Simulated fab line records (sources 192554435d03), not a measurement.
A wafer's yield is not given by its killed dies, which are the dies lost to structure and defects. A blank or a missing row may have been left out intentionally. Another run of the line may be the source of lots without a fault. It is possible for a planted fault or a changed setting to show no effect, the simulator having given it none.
2 desks, one fault | flow n5-finfet | each desk holds nothing but its own numbers, with what lay behind them at the end

## FOR THE TOOL OWNER'S DESK: litho-track-05
The tool's own readings at N5_BEOL_M15_COAT_60 (time 60 s, resist thk 89 nm): means of the sampled wafers that have a number, for each lot that ran on this tool. The brackets show how far a lot's mean lies from the usual mean; more than 4 standard deviations puts the lot out of limits, marked OUT.
Columns: A = heater-power-total-W at N5_BEOL_M15_COAT_60, usual 391.5 W; B = run-length-s at N5_BEOL_M15_COAT_60, usual 66.01 s
lot  | first seen here | A                | B
L123 | day 11 11:43    | 390.6            | 65.85
L126 | day 12 00:46    | 391.2            | 65.75
L136 | day 14 13:34    | 391.5            | 65.83
L137 | day 14 13:58    | 404.9 (+9.6) OUT | 62.76 (-12) OUT
L138 | day 14 23:56    | 410.5 (+14) OUT  | 61.11 (-19) OUT
L141 | day 16 02:40    | 411.9 (+15) OUT  | 61.14 (-19) OUT
This desk finds L137, L138, L141 out of limits, L137 being first, at day 14 13:58 (heater-power-total-W at N5_BEOL_M15_COAT_60). In limits: L123, L126, L136.

## THE DEFECT DESK
For each lot, the counts of the inspections along the route, averaged over the sampled wafers that have a number. The brackets show how far a lot's mean lies from the usual mean; more than 4 standard deviations puts the lot out of limits, marked OUT.
Columns: A = raw-defect-count at N5_BEOL_M14_INSPECT_55, usual 67
lot  | first seen here | A
L123 | day 11 09:22    | 66
L125 | day 11 19:06    | 48
L126 | day 11 22:29    | 51
L130 | day 13 01:08    | 72
L131 | day 13 04:29    | 42
L132 | day 13 17:11    | 62
L133 | day 13 20:49    | 37
L136 | day 14 11:39    | 82
L137 | day 14 12:00    | 86
L138 | day 14 22:02    | 64
L141 | day 16 00:41    | 80
This desk found nothing out of limits on any of the 11 lots.

## ALL TOGETHER
The tool owner's desk could have raised an alarm at day 14 13:58, on L137, L138, L141.
Nothing the defect desk looked at was out of limits.
The defect desk has L137, L138, L141 on record, within its limits.
Every lot named ran N5_BEOL_M15_COAT_60 on litho-track-05.

## WHAT WAS PUT IN BY THE SIMULATOR
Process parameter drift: litho-track-05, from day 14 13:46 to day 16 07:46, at N5_BEOL_M15_COAT_60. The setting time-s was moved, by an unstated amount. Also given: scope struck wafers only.
Lots struck among those shown: L137, L138, L141.
How many hours passed from the start of the fault until each desk's first out-of-limits reading: the tool owner's desk, 0.
